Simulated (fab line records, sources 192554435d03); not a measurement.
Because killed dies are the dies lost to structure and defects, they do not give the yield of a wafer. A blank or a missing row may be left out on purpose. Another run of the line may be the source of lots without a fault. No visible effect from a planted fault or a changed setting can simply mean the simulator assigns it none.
Split-lot trial | flow n5_finfet | route with 1938 steps; 7 lots, 21 wafers read

THE SPLIT ITSELF
At N5_BEOL_M7_DESCUM_33 (chemistry O2, time 7 s), the setting time_s was moved away from the recipe's 7 s on 4 of the 21 wafers read, by +18.5% to +19.3%. This setting was run at the recipe's value on the other wafers.

Between the split and the reading, the file records no step.

THE READING
CAR-EUV_of_BEOL_M7_COAT_22.thk_nm (the simulator's own value, which no gauge read), in nm, at N5_BEOL_M7_ETCH_72 (etches underlayer in N2/H2, target depth 6.5 nm, time 5.2 s). There is no usual value for it anywhere in the file. Across the 17 wafers here that went through the recipe, the average is 20.3 nm and the standard deviation 0.14 nm.

wafer  | tool, chamber at the split | time_s as run, s | against the recipe | CAR-EUV_of_BEOL_M7_COAT_22.thk_nm, nm | against lot-mates on the recipe
L078.1 | rie_diel-06, 1             | 7                | recipe             | 20                                    | -
L078.3 | rie_diel-06, 2,0           | 7                | recipe             | 20.4                                  | -
L078.4 | rie_diel-06, 2,0           | 7                | recipe             | 20.2                                  | -
L079.2 | rie_diel-03, 1             | 8.354            | +19.3%             | 19.6                                  | -0.8
L079.5 | rie_diel-03, 1             | 8.354            | +19.3%             | 19.8                                  | -0.6
L079.6 | rie_diel-03, 2             | 7                | recipe             | 20.4                                  | -
L081.3 | rie_diel-01, 3,2           | 7                | recipe             | 20.2                                  | -
L081.5 | rie_diel-01, 1             | 7                | recipe             | 20.2                                  | -
L081.6 | rie_diel-01, 3,2           | 7                | recipe             | 20.2                                  | -
L083.3 | rie_diel-01, 1,2           | 7                | recipe             | 20.2                                  | -
L083.5 | rie_diel-01, 1,2           | 7                | recipe             | 20.2                                  | -
L083.4 | rie_diel-01, 0             | 7                | recipe             | 20.4                                  | -
L085.3 | rie_diel-01, 1,2           | 8.298            | +18.5%             | 19.8                                  | -0.6
L085.4 | rie_diel-01, 1,2           | 8.298            | +18.5%             | 19.8                                  | -0.6
L085.5 | rie_diel-01, 3             | 7                | recipe             | 20.4                                  | -
L090.1 | rie_diel-06, 2,0           | 7                | recipe             | 20.6                                  | -
L090.3 | rie_diel-06, 3             | 7                | recipe             | 20.4                                  | -
L090.4 | rie_diel-06, 2,0           | 7                | recipe             | 20.4                                  | -
L095.4 | rie_diel-03, 2,1,2         | 7                | recipe             | 20.4                                  | -
L095.5 | rie_diel-03, 2,1,2         | 7                | recipe             | 20.2                                  | -
L095.6 | rie_diel-03, 2,1,2         | 7                | recipe             | 20.2                                  | -
If several chambers appear in one row, that row covers several wafers at once and the file leaves open which wafer was in which chamber.

THE FIT
A straight line over all 21 wafers: CAR-EUV_of_BEOL_M7_COAT_22.thk_nm changes by -0.0288 nm for each +1% of time_s; r = -0.85; the points scatter about the line by 0.14 nm.
The same after taking each lot's own level away (the mean of its wafers on the recipe; 21 wafers): -0.0344 nm for each +1%; r = -0.94; scatter 0.099 nm.
The reading moves by 0.66 nm for the largest change in time_s, on that fit.
From 20.20 to 20.47 nm: that is the span of the lots' own levels, equal to 1.9 times the standard deviation above.
Thus the slope moves with the lot-to-lot level: the two fits are different.
Check: -0.617 nm against its lot-mates is what the line predicts for one of the wafers moved furthest among these (+19.3%) when that wafer is left out of the fit. Against them it came out at -0.8 nm.

THE WHOLE CHAIN: every reading that the file lists as answering this split, in the file's order
step                 | what it does                                                | reading                                                                            | change (the file's fit)                | r (the file's)
N5_BEOL_M7_DESCUM_33 | chemistry O2, time 7 s                                      | CAR-EUV_of_BEOL_M7_COAT_22.thk_nm (the simulator's own value, which no gauge read) | -0.0395 nm for each +1% of the setting | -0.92
N5_BEOL_M7_ETCH_72   | etches underlayer in N2/H2, target depth 6.5 nm, time 5.2 s | CAR-EUV_of_BEOL_M7_COAT_22.thk_nm (the simulator's own value, which no gauge read) | -0.0344 nm for each +1% of the setting | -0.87

THE FILE'S OWN FIT
CAR-EUV_of_BEOL_M7_COAT_22.thk_nm changes by -0.0344 nm for each +1% of time_s, r = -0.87.
